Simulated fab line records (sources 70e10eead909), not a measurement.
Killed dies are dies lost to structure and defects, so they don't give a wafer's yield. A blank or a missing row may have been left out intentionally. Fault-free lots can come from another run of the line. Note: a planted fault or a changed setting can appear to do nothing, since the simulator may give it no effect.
fab line records ; flow nand-harc ; part 1 of 2: steps 1 to 25 of 39
record: lots: 5; wafers: 15; last-day: 33
route steps=1302 shown P_BONDPAD@355 A_START@389 A_ZERO_WELL@390
lots with no fault: from the same line, run without faults
start-h: hours from the record's opening day to when the first of the lot's shown wafers began ; wait-h: hours from the lot's prior step to this one ; " repeats the value in the row above ; L1.1+2: one row covering several wafers at once ; - no value present, or no start provided ; * or withheld: withheld ; < > ~ a bound
route shown NAME@n: NAME is a module with steps in the file, n the number in the route of the first one ; usual: average and standard deviation across the fault-free wafers ; same: alike in all rows ; chamber/n: place in a boat ; sites: readings site by site ; _std_site: the values' standard deviation ; _edge_site: inner sites' mean taken away from outer sites' mean ; radius-mm: for every site, how far away it sits from the centre of the wafer ; mask NAME#n: copy n ; behind: tool/chamber where the wafer was last shaped ; hold: cause of the lot's hold/its duration in hours/its outcome ; device: which transistor (n, p or np) failed to switch ; end of line: the tests these same wafers got at the end of their route ; a step without rows: its recipe alone ; killed: dies lost to structure and defects at the first sort, not the wafer's yield ; map: a wafer's dies, marking killed ones x, the rest . and places with no die _
set.NAME: the setting as run; set.NAME@STEP: as run at that earlier step ; model.NAME: the simulator's own value behind a step, which no gauge read
lots at some steps of the route; a table a step, a row a wafer
services: when a tool's chamber went out of use (start-h, in hours from the record's first day, below 0 if earlier), for how many hours, and the reason
== steps ==
step: NHARC_P_BONDPAD_DEHYDRATE_01
recipe: temp-c: 150; time-s: 120
lot.wafer;tool;chamber;start-h;wait-h
L080.2+3+4;litho-track-05;0;188.99;0.1
L083.2+5+6;litho-track-02;0;226.92;0.1
L093.1+2+3;litho-track-02;0;319.82;0.1
L096.2+4+6;litho-track-05;0;360.01;0.1
L097.1+2+6;litho-track-05;0;367.79;0.1
step: NHARC_P_BONDPAD_HMDS_02
recipe: time-s: 30
lot.wafer;tool;chamber;start-h;wait-h
L080.2+3+4;litho-track-05;0;-;-
L083.2+5+6;litho-track-02;0;-;-
L093.1+2+3;litho-track-02;0;-;-
L096.2+4+6;litho-track-05;0;-;-
L097.1+2+6;litho-track-05;0;-;-
step: NHARC_P_BONDPAD_COAT_36
recipe: temp-c: 200; time-s: 65
lot.wafer;tool;chamber;start-h;wait-h
L080.2+3+4;litho-track-05;0;-;-
L083.2+5+6;litho-track-02;0;-;-
L093.1+2+3;litho-track-02;0;-;-
L096.2+4+6;litho-track-05;0;-;-
L097.1+2+6;litho-track-05;0;-;-
step: NHARC_P_BONDPAD_COAT_03
recipe: spin-rpm: 2000; resist-thk-nm: 600
lot.wafer;tool;chamber;start-h;wait-h
L080.2+3+4;litho-track-05;0;-;-
L083.2+5+6;litho-track-02;0;-;-
L093.1+2+3;litho-track-02;0;-;-
L096.2+4+6;litho-track-05;0;-;-
L097.1+2+6;litho-track-05;0;-;-
step: NHARC_P_BONDPAD_SOFTBAKE_04
recipe: temp-c: 125; time-s: 70
lot.wafer;tool;chamber;start-h;wait-h
L080.2+3+4;litho-track-05;0;-;-
L083.2+5+6;litho-track-02;0;-;-
L093.1+2+3;litho-track-02;0;-;-
L096.2+4+6;litho-track-05;0;-;-
L097.1+2+6;litho-track-05;0;-;-
step: NHARC_P_BONDPAD_EBR_05
lot.wafer;tool;chamber;start-h;wait-h
L080.2+3+4;litho-track-05;0;-;-
L083.2+5+6;litho-track-02;0;-;-
L093.1+2+3;litho-track-02;0;-;-
L096.2+4+6;litho-track-05;0;-;-
L097.1+2+6;litho-track-05;0;-;-
step: NHARC_P_BONDPAD_EXPOSE_06
recipe: na: 0.55; dose-mj: 37.06; mask-id: P_BPAD
usual: reticle-temp-C: 22.98/0.13; stage-vel-mm-s: 500.00/0.25
lot.wafer;tool;chamber;start-h;wait-h;mask;reticle-temp-C;stage-vel-mm-s
L080.2;krf-scanner-02;0;189.29;-;P_BPAD#0;22.95;500.09
L080.3;krf-scanner-02;0;189.29;-;P_BPAD#0;23.09;499.42
L080.4;krf-scanner-02;0;189.29;-;P_BPAD#0;22.88;499.85
L083.2;krf-scanner-04;0;227.09;-;P_BPAD#0;23.17;500.00
L083.5;krf-scanner-04;0;227.09;-;P_BPAD#0;23.12;499.96
L083.6;krf-scanner-04;0;227.09;-;P_BPAD#0;23.14;499.51
L093.1;krf-scanner-04;0;320.11;-;P_BPAD#0;23.00;499.95
L093.2;krf-scanner-04;0;320.11;-;P_BPAD#0;23.16;499.45
L093.3;krf-scanner-04;0;320.11;-;P_BPAD#0;22.97;500.02
L096.2;krf-scanner-04;0;360.18;-;P_BPAD#0;22.83;500.05
L096.4;krf-scanner-04;0;360.18;-;P_BPAD#0;22.76;499.69
L096.6;krf-scanner-04;0;360.18;-;P_BPAD#0;22.70;499.68
L097.1;krf-scanner-02;0;368.08;-;P_BPAD#0;23.11;500.26
L097.2;krf-scanner-02;0;368.08;-;P_BPAD#0;22.83;500.15
L097.6;krf-scanner-02;0;368.08;-;P_BPAD#0;22.85;500.12
step: NHARC_P_BONDPAD_PEB_07
recipe: peb-temp-c: 128; peb-time-s: 80
lot.wafer;tool;chamber;start-h;wait-h
L080.2+3+4;litho-track-05;0;189.35;0.1
L083.2+5+6;litho-track-05;0;227.16;0.1
L093.1+2+3;litho-track-05;0;320.18;0.1
L096.2+4+6;litho-track-03;0;360.24;0.1
L097.1+2+6;litho-track-03;0;368.15;0.1
step: NHARC_P_BONDPAD_DEVELOP_08
recipe: time-s: 50; dev-temp-c: 22
lot.wafer;tool;chamber;start-h;wait-h
L080.2+3+4;litho-track-05;0;-;-
L083.2+5+6;litho-track-05;0;-;-
L093.1+2+3;litho-track-05;0;-;-
L096.2+4+6;litho-track-03;0;-;-
L097.1+2+6;litho-track-03;0;-;-
step: NHARC_P_BONDPAD_CD_MEAS_09
recipe: target-cd-nm: 500; landing-energy-ev: 500
usual: cd-nm: 499.3/2
lot.wafer;tool;chamber;start-h;wait-h;cd-nm
L080.2;cd-sem-03;0;189.44;-;498.6
L080.3;cd-sem-03;0;189.44;-;498.6
L080.4;cd-sem-03;0;189.44;-;498.9
L083.2;cd-sem-02;0;227.25;-;502.1
L083.5;cd-sem-02;0;227.25;-;500.1
L083.6;cd-sem-02;0;227.25;-;498.1
L093.1;cd-sem-01;0;320.26;-;498.8
L093.2;cd-sem-01;0;320.26;-;497.8
L093.3;cd-sem-01;0;320.26;-;498.4
L096.2;cd-sem-02;0;360.32;-;499.7
L096.4;cd-sem-02;0;360.32;-;495.7
L096.6;cd-sem-02;0;360.32;-;499.6
L097.1;cd-sem-01;0;368.23;-;495.7
L097.2;cd-sem-01;0;368.23;-;498.1
L097.6;cd-sem-01;0;368.23;-;495.2
step: NHARC_P_BONDPAD_OVL_MEAS_38
usual: overlay-x-nm: -1/4.3; overlay-y-nm: 1/6.1
lot.wafer;tool;chamber;start-h;wait-h;overlay-x-nm;overlay-y-nm
L080.2;overlay-02;-;189.52;-;4;0
L080.3;overlay-02;-;189.52;-;4;1
L080.4;overlay-02;-;189.52;-;3;0
L083.2;overlay-01;-;227.33;-;-2;-3
L083.5;overlay-01;-;227.33;-;-2;-2
L083.6;overlay-01;-;227.33;-;-2;-3
L093.1;overlay-02;-;320.35;-;1;-5
L093.2;overlay-02;-;320.35;-;1;-5
L093.3;overlay-02;-;320.35;-;1;-5
L096.2;overlay-01;-;360.41;-;-1;-6
L096.4;overlay-01;-;360.41;-;-1;-6
L096.6;overlay-01;-;360.41;-;-1;-6
L097.1;overlay-01;-;368.32;-;4;11
L097.2;overlay-01;-;368.32;-;4;10
L097.6;overlay-01;-;368.32;-;5;11
step: NHARC_P_BONDPAD_HARDBAKE_10
recipe: temp-c: 118; time-s: 65
lot.wafer;tool;chamber;start-h;wait-h
L080.2+3+4;litho-track-02;0;189.57;0.0
L083.2+5+6;litho-track-05;0;227.38;0.0
L093.1+2+3;litho-track-03;0;320.40;0.0
L096.2+4+6;litho-track-02;0;360.46;0.0
L097.1+2+6;litho-track-05;0;368.37;0.0
step: NHARC_P_BONDPAD_DESCUM_11
recipe: time-s: 3; o2-flow-sccm: 200; ar-flow-sccm: 0; bias-power-w: 0; chemistry: O2
usual: drypump-motor-current-A: 5.6/0.38; oes-product-au: 0.998/0.0085; rf-vpp-V: 58.1/0.81; showerhead-plenum-p-Torr: 1.98/0.079; throttle-valve-pct: 11.311/0.0088
lot.wafer;tool;chamber;start-h;wait-h;drypump-motor-current-A;oes-product-au;rf-hours-counter-h;rf-vpp-V;showerhead-plenum-p-Torr;throttle-valve-pct
L080.3;rie-diel-01;1;189.65;-;5.6;0.986;8.6;56.7;1.92;11.298
L080.2;rie-diel-01;0;189.65;-;5.8;0.994;8.4;58.5;2.05;11.315
L080.4;rie-diel-01;2;189.65;-;5.7;0.998;-;58.9;1.90;11.296
L083.2;rie-diel-04;1;227.46;-;5.2;1.004;1.1;58.5;2.03;11.294
L083.6;rie-diel-04;1;227.46;-;5.2;0.994;-;58.6;2.03;11.302
L083.5;rie-diel-04;2;227.46;-;6.2;1.014;-;58.6;1.98;11.327
L093.2;rie-diel-10;3;320.48;-;5.3;0.999;1.7;58.9;2.06;11.305
L093.1;rie-diel-10;1;320.48;-;5.8;0.989;1.7;57.0;2.03;11.325
L093.3;rie-diel-10;2;320.48;-;6.0;1.007;1.5;59.0;1.94;11.309
L096.2;rie-diel-01;3;360.53;-;5.2;1.012;7.0;56.0;1.78;11.301
L096.4;rie-diel-01;1;360.53;-;5.6;1.006;6.6;57.0;1.92;11.322
L096.6;rie-diel-01;0;360.53;-;5.8;1.002;-;59.5;2.05;11.313
L097.1;rie-diel-01;0;368.46;-;5.7;0.999;8.5;57.2;2.05;11.301
L097.2;rie-diel-01;2;368.46;-;5.7;1.004;8.4;58.0;1.89;11.317
L097.6;rie-diel-01;0;368.46;-;5.7;0.995;-;59.1;2.05;11.315
step: NHARC_P_BONDPAD_ETCH_37
recipe: target-depth-a: 600; overetch-a: 180; time-s: 65.91; ion-energy-ev: 200; n2-flow-sccm: 150; h2-flow-sccm: 150; ar-flow-sccm: 0; rf-w: 400; bias-w: 150; chemistry: N2/H2
usual: drypump-motor-current-A: 5.6/0.36; oes-product-au: 0.999/0.0094; rf-vpp-V: 432.5/2.2; showerhead-plenum-p-Torr: 2.11/0.08; throttle-valve-pct: 14.170/0.0091
lot.wafer;tool;chamber;start-h;wait-h;drypump-motor-current-A;oes-product-au;rf-hours-counter-h;rf-vpp-V;showerhead-plenum-p-Torr;throttle-valve-pct
L080.3;rie-diel-01;0;189.75;0.1;5.8;0.995;8.4;434.0;2.19;14.153
L080.2;rie-diel-01;2;189.75;0.1;5.7;0.997;8.6;430.3;2.02;14.160
L080.4;rie-diel-01;0;189.75;0.1;5.8;1.001;-;433.6;2.19;14.162
L083.2;rie-diel-04;2;227.55;0.1;6.2;1.010;1.3;432.5;2.11;14.166
L083.6;rie-diel-04;1;227.55;0.1;5.2;0.998;-;434.1;2.16;14.166
L083.5;rie-diel-04;2;227.55;0.1;6.2;1.005;-;433.1;2.11;14.174
L093.2;rie-diel-10;1;320.57;0.1;5.8;0.993;1.7;433.3;2.17;14.174
L093.1;rie-diel-10;2;320.57;0.1;6.1;1.000;1.5;431.2;2.07;14.176
L093.3;rie-diel-10;3;320.57;0.1;5.3;1.003;1.7;432.5;2.20;14.174
L096.2;rie-diel-01;0;360.62;0.1;5.8;1.002;7.9;434.4;2.19;14.165
L096.4;rie-diel-01;2;360.62;0.1;5.7;1.016;7.7;430.9;2.02;14.179
L096.6;rie-diel-01;1;360.62;0.1;5.6;0.996;-;430.4;2.04;14.164
L097.2;rie-diel-01;2;368.54;0.1;5.7;0.996;8.4;430.6;2.02;14.181
L097.1;rie-diel-01;3;368.54;0.1;5.1;1.007;7.6;427.2;1.90;14.178
L097.6;rie-diel-01;1;368.54;0.1;5.6;1.016;-;430.9;2.04;14.170
step: NHARC_P_BONDPAD_ETCH_12
recipe: target-depth-a: 2000; time-s: 100; chf3-flow-sccm: 50; o2-flow-sccm: 10; ar-flow-sccm: 200; rf-w: 500; bias-w: 200; chemistry: CHF3/O2
usual: drypump-motor-current-A: 5.6/0.37; oes-product-au: 0.946/0.023; rf-vpp-V: 372.4/2; showerhead-plenum-p-Torr: 2.48/0.09; throttle-valve-pct: 20.572/0.01
lot.wafer;tool;chamber;start-h;wait-h;drypump-motor-current-A;oes-product-au;rf-hours-counter-h;rf-vpp-V;showerhead-plenum-p-Torr;throttle-valve-pct
L080.2;rie-diel-01;1;-;-;5.6;0.916;8.7;371.1;2.41;20.573
L080.3;rie-diel-01;2;-;-;5.7;0.921;8.6;370.9;2.38;20.581
L080.4;rie-diel-01;2;-;-;5.7;0.921;-;371.3;2.38;20.565
L083.2;rie-diel-04;3;-;-;4.9;0.913;1.3;371.2;2.42;20.564
L083.5;rie-diel-04;2;-;-;6.2;0.929;-;372.8;2.48;20.567
L083.6;rie-diel-04;3;-;-;4.9;0.903;-;370.9;2.42;20.575
L093.1;rie-diel-10;0;-;-;5.1;0.964;1.9;372.5;2.51;20.575
L093.2;rie-diel-10;1;-;-;5.8;0.969;1.7;375.5;2.55;20.580
L093.3;rie-diel-10;3;-;-;5.4;0.952;1.8;374.3;2.57;20.576
L096.4;rie-diel-01;0;-;-;5.8;0.925;7.9;373.9;2.56;20.581
L096.2;rie-diel-01;2;-;-;5.7;0.937;7.7;370.6;2.38;20.565
L096.6;rie-diel-01;0;-;-;5.7;0.917;-;374.2;2.56;20.578
L097.2;rie-diel-01;3;-;-;5.2;0.964;7.6;367.6;2.24;20.562
L097.1;rie-diel-01;1;-;-;5.6;0.971;7.5;370.8;2.41;20.569
L097.6;rie-diel-01;0;-;-;5.8;0.966;-;373.1;2.56;20.571
step: NHARC_P_BONDPAD_CD_MEAS_13
usual: cd-nm: 498.6/1.9
lot.wafer;tool;chamber;start-h;wait-h;cd-nm
L080.2;cd-sem-03;-;190.01;-;497.5
L080.3;cd-sem-03;-;190.01;-;497.4
L080.4;cd-sem-03;-;190.01;-;498.4
L083.2;cd-sem-03;-;227.78;-;501.1
L083.5;cd-sem-03;-;227.78;-;499.5
L083.6;cd-sem-03;-;227.78;-;496.2
L093.1;cd-sem-02;-;320.79;-;498.1
L093.2;cd-sem-02;-;320.79;-;496.0
L093.3;cd-sem-02;-;320.79;-;497.0
L096.2;cd-sem-01;-;360.85;-;498.5
L096.4;cd-sem-01;-;360.85;-;494.3
L096.6;cd-sem-01;-;360.85;-;498.9
L097.1;cd-sem-03;-;368.76;-;495.6
L097.2;cd-sem-03;-;368.76;-;497.3
L097.6;cd-sem-03;-;368.76;-;494.7
step: NHARC_P_BONDPAD_STRIP_15
recipe: o2-flow-sccm: 500; ar-flow-sccm: 0; bias-w: 0; chemistry: O2
usual: drypump-motor-current-A: 5.6/0.37; oes-product-au: 0.999/0.0078; rf-vpp-V: 58.0/0.88; showerhead-plenum-p-Torr: 3.58/0.16; throttle-valve-pct: 17.036/0.0089
lot.wafer;tool;chamber;start-h;wait-h;drypump-motor-current-A;oes-product-au;rf-hours-counter-h;rf-vpp-V;showerhead-plenum-p-Torr;throttle-valve-pct
L080.2;rie-diel-04;3;190.08;0.1;4.9;0.989;0.1;59.3;3.55;17.034
L080.3;rie-diel-04;1;190.08;0.1;5.2;0.996;0.1;58.4;3.72;17.027
L080.4;rie-diel-04;1;190.08;0.1;5.2;0.980;-;60.2;3.72;17.052
L083.2;rie-diel-04;3;227.88;0.1;4.9;0.991;1.4;57.5;3.55;17.020
L083.5;rie-diel-04;1;227.88;0.1;5.2;0.993;-;58.5;3.72;17.027
L083.6;rie-diel-04;2;227.88;0.1;6.2;1.004;-;57.7;3.64;17.045
L093.2;rie-diel-04;3;320.87;0.1;4.9;0.981;6.4;57.3;3.55;17.036
L093.1;rie-diel-04;0;320.87;0.1;5.9;0.996;6.3;56.7;3.32;17.046
L093.3;rie-diel-04;1;320.87;0.1;5.2;0.992;6.2;58.5;3.72;17.029
L096.2;rie-diel-01;2;360.96;0.1;5.7;0.999;7.7;57.9;3.50;17.042
L096.4;rie-diel-01;3;360.96;0.1;5.2;0.992;7.1;57.3;3.30;17.023
L096.6;rie-diel-01;0;360.96;0.1;5.8;0.996;-;57.9;3.76;17.021
L097.1;rie-diel-10;2;368.84;0.1;6.1;1.009;3.1;56.5;3.58;17.045
L097.2;rie-diel-10;1;368.84;0.1;5.8;1.004;2.7;58.7;3.74;17.024
L097.6;rie-diel-10;3;368.84;0.1;5.4;1.003;-;57.9;3.77;17.042
step: NHARC_P_BONDPAD_ETCH_24
recipe: target-depth-a: 300; over-etch-frac: 0.3; time-s: 72.99; ion-energy-ev: 150; cf4-flow-sccm: 50; n2-flow-sccm: 100; ar-flow-sccm: 150; rf-w: 300; bias-w: 100; chemistry: CF4/N2
usual: drypump-motor-current-A: 5.6/0.36; oes-product-au: 0.999/0.008; rf-vpp-V: 314.8/2.2; showerhead-plenum-p-Torr: 2.66/0.12; throttle-valve-pct: 19.795/0.0092
lot.wafer;tool;chamber;start-h;wait-h;drypump-motor-current-A;oes-product-au;rf-hours-counter-h;rf-vpp-V;showerhead-plenum-p-Torr;throttle-valve-pct
L080.2;rie-diel-04;0;190.26;0.2;5.9;0.995;0.1;311.2;2.47;19.798
L080.3;rie-diel-04;3;190.26;0.2;4.9;0.989;0.1;315.3;2.65;19.792
L080.4;rie-diel-04;3;190.26;0.2;4.9;0.997;-;314.7;2.65;19.804
L083.2;rie-diel-04;0;-;-;5.9;0.998;1.2;311.1;2.47;19.801
L083.5;rie-diel-04;1;-;-;5.2;0.988;-;316.0;2.77;19.775
L083.6;rie-diel-04;2;-;-;6.2;0.998;-;315.6;2.71;19.794
L093.1;rie-diel-04;0;-;-;5.9;0.992;6.3;311.9;2.47;19.793
L093.3;rie-diel-04;1;-;-;5.2;1.002;6.3;316.2;2.77;19.799
L093.2;rie-diel-04;3;-;-;4.9;0.988;6.5;314.6;2.64;19.783
L096.4;rie-diel-01;3;-;-;5.2;0.996;7.1;311.8;2.45;19.783
L096.2;rie-diel-01;0;-;-;5.8;0.999;8.0;317.7;2.80;19.791
L096.6;rie-diel-01;3;-;-;5.2;0.993;-;310.3;2.45;19.800
L097.1;rie-diel-10;0;-;-;5.2;1.000;3.5;314.6;2.74;19.784
L097.2;rie-diel-10;1;-;-;5.8;0.995;2.7;317.3;2.78;19.795
L097.6;rie-diel-10;0;-;-;5.1;1.001;-;316.2;2.74;19.795
step: NHARC_P_BONDPAD_STRIP_16
recipe: time-s: 600; temp-c: 30; chemistry: post-etch-residue-remover
lot.wafer;tool;chamber;start-h;wait-h
L080.4+3+2;wet-bench-10;6,1,2;190.41;-
L083.5+2+6;wet-bench-10;4,7,0;228.14;-
L093.2+1+3;wet-bench-08;5,7,0;321.16;-
L096.2+4+6;wet-bench-08;7,1,4;361.20;-
L097.1+6+2;wet-bench-10;7,0,2;369.14;-
step: NHARC_P_BONDPAD_DEGAS_25
recipe: temp-c: 300; time-s: 60
usual: heater-power-w: 468/40
lot.wafer;tool;chamber;start-h;wait-h;heater-power-w
L080.3;pvd-sputter-02;-;190.68;-;493
L080.4;pvd-sputter-02;-;190.68;-;422
L080.2;pvd-sputter-02;-;190.68;-;430
L083.2;pvd-sputter-02;-;228.42;-;498
L083.5;pvd-sputter-02;-;228.42;-;418
L083.6;pvd-sputter-02;-;228.42;-;439
L093.2;pvd-sputter-03;-;321.42;-;515
L093.3;pvd-sputter-03;-;321.42;-;518
L093.1;pvd-sputter-03;-;321.42;-;439
L096.2;pvd-sputter-02;-;361.47;-;410
L096.4;pvd-sputter-02;-;361.47;-;477
L096.6;pvd-sputter-02;-;361.47;-;425
L097.1;pvd-sputter-01;-;369.39;-;485
L097.2;pvd-sputter-01;-;369.39;-;414
L097.6;pvd-sputter-01;-;369.39;-;430
step: NHARC_P_BONDPAD_PRE_CLEAN_26
recipe: time-s: 30; temp-c: 280; gas: H2/He
usual: heater-power-w: 407/37
lot.wafer;tool;chamber;start-h;wait-h;heater-power-w
L080.2;pvd-sputter-02;-;-;-;439
L080.3;pvd-sputter-02;-;-;-;364
L080.4;pvd-sputter-02;-;-;-;438
L083.2;pvd-sputter-02;-;-;-;432
L083.5;pvd-sputter-02;-;-;-;387
L083.6;pvd-sputter-02;-;-;-;432
L093.2;pvd-sputter-03;-;-;-;461
L093.1;pvd-sputter-03;-;-;-;370
L093.3;pvd-sputter-03;-;-;-;461
L096.2;pvd-sputter-02;-;-;-;420
L096.4;pvd-sputter-02;-;-;-;367
L096.6;pvd-sputter-02;-;-;-;442
L097.1;pvd-sputter-01;-;-;-;379
L097.2;pvd-sputter-01;-;-;-;447
L097.6;pvd-sputter-01;-;-;-;373
step: NHARC_P_BONDPAD_PVD_17
recipe: target-thk-a: 50; bias-v: 168.6; power-w: 15000; chamber-pressure-pa: 0.12; time-s: 8.06; substrate-temp-c: 50; material: TaN
usual: bias-v: 168.5/1.8; chamber-pressure-pa: 0.12001/0.00023; throttle-valve-pct: 30.0/0.59
lot.wafer;tool;chamber;start-h;wait-h;bias-v;chamber-pressure-pa;throttle-valve-pct
L080.4;pvd-sputter-02;-;-;-;167.4;0.12007;30.0
L080.2;pvd-sputter-02;-;-;-;169.6;0.11986;30.3
L080.3;pvd-sputter-02;-;-;-;168.0;0.12016;30.7
L083.2;pvd-sputter-02;-;-;-;169.8;0.12064;30.3
L083.6;pvd-sputter-02;-;-;-;169.4;0.12058;30.4
L083.5;pvd-sputter-02;-;-;-;170.2;0.11994;30.0
L093.2;pvd-sputter-03;-;-;-;170.7;0.12044;31.0
L093.3;pvd-sputter-03;-;-;-;169.6;0.12009;29.0
L093.1;pvd-sputter-03;-;-;-;167.7;0.11992;30.4
L096.4;pvd-sputter-02;-;-;-;169.0;0.12045;30.5
L096.2;pvd-sputter-02;-;-;-;166.9;0.11978;30.4
L096.6;pvd-sputter-02;-;-;-;171.5;0.11978;30.3
L097.2;pvd-sputter-01;-;-;-;166.5;0.12008;29.8
L097.1;pvd-sputter-01;-;-;-;168.2;0.11994;30.7
L097.6;pvd-sputter-01;-;-;-;168.2;0.12032;29.4
step: NHARC_P_BONDPAD_PVD_27
recipe: target-thk-a: 300; chamber-pressure-pa: 5; power-w: 5000; substrate-temp-c: 30; time-s: 20.49; material: Cu
usual: chamber-pressure-pa: 4.999/0.0098; throttle-valve-pct: 30.1/0.6
lot.wafer;tool;chamber;start-h;wait-h;chamber-pressure-pa;throttle-valve-pct
L080.4;pvd-sputter-02;-;-;-;5.006;30.4
L080.3;pvd-sputter-02;-;-;-;4.999;30.0
L080.2;pvd-sputter-02;-;-;-;4.992;30.4
L083.2;pvd-sputter-02;-;-;-;5.005;30.3
L083.6;pvd-sputter-02;-;-;-;4.996;30.1
L083.5;pvd-sputter-02;-;-;-;5.003;30.1
L093.2;pvd-sputter-03;-;-;-;5.011;28.6
L093.3;pvd-sputter-03;-;-;-;4.984;30.8
L093.1;pvd-sputter-03;-;-;-;5.013;31.4
L096.4;pvd-sputter-02;-;-;-;4.998;30.7
L096.2;pvd-sputter-02;-;-;-;4.993;30.3
L096.6;pvd-sputter-02;-;-;-;5.016;30.0
L097.2;pvd-sputter-01;-;-;-;5.006;30.2
L097.1;pvd-sputter-01;-;-;-;4.994;30.5
L097.6;pvd-sputter-01;-;-;-;5.019;29.4
step: NHARC_P_BONDPAD_ECD_18
recipe: target-thk-a: 4000; bath-temp-c: 25; material: Cu
usual: bath-temp-c: 25.02/0.095
lot.wafer;tool;chamber;start-h;wait-h;bath-temp-c
L080.2;ecd-cu-02;0;191.04;-;25.02
L080.4;ecd-cu-02;0;191.04;-;24.88
L080.3;ecd-cu-02;1;191.04;-;25.07
L083.2;ecd-cu-02;0;228.81;-;25.15
L083.6;ecd-cu-02;1;228.81;-;24.98
L083.5;ecd-cu-02;0;228.81;-;25.05
L093.1;ecd-cu-02;0;321.77;-;25.04
L093.2;ecd-cu-02;1;321.77;-;25.06
L093.3;ecd-cu-02;1;321.77;-;25.08
L096.2;ecd-cu-01;0;361.88;-;25.03
L096.4;ecd-cu-01;1;361.88;-;25.16
L096.6;ecd-cu-01;1;361.88;-;25.13
L097.1;ecd-cu-01;0;369.75;-;25.05
L097.2;ecd-cu-01;1;369.75;-;25.10
L097.6;ecd-cu-01;1;369.75;-;25.03
step: NHARC_P_BONDPAD_ANNEAL_28
recipe: temp-c: 225; time-s: 90
usual: wafer_temp_C_max: 225.9/0.45
lot.wafer;tool;chamber;start-h;wait-h;wafer_temp_C_max
L080.2;rtp-anneal-02;0;191.46;-;225.5
L080.3;rtp-anneal-02;0;191.46;-;225.7
L080.4;rtp-anneal-02;0;191.46;-;225.9
L083.2;rtp-anneal-01;0;229.19;0.3;226.3
L083.5;rtp-anneal-01;0;229.19;0.3;226.3
L083.6;rtp-anneal-01;0;229.19;0.3;227.0
L093.1;rtp-anneal-02;0;322.15;-;225.9
L093.2;rtp-anneal-02;0;322.15;-;225.9
L093.3;rtp-anneal-02;0;322.15;-;225.7
L096.2;rtp-anneal-02;0;362.26;-;225.4
L096.4;rtp-anneal-02;0;362.26;-;225.6
L096.6;rtp-anneal-02;0;362.26;-;225.4
L097.1;rtp-anneal-02;0;370.13;0.3;225.6
L097.2;rtp-anneal-02;0;370.13;0.3;225.1
L097.6;rtp-anneal-02;0;370.13;0.3;225.4
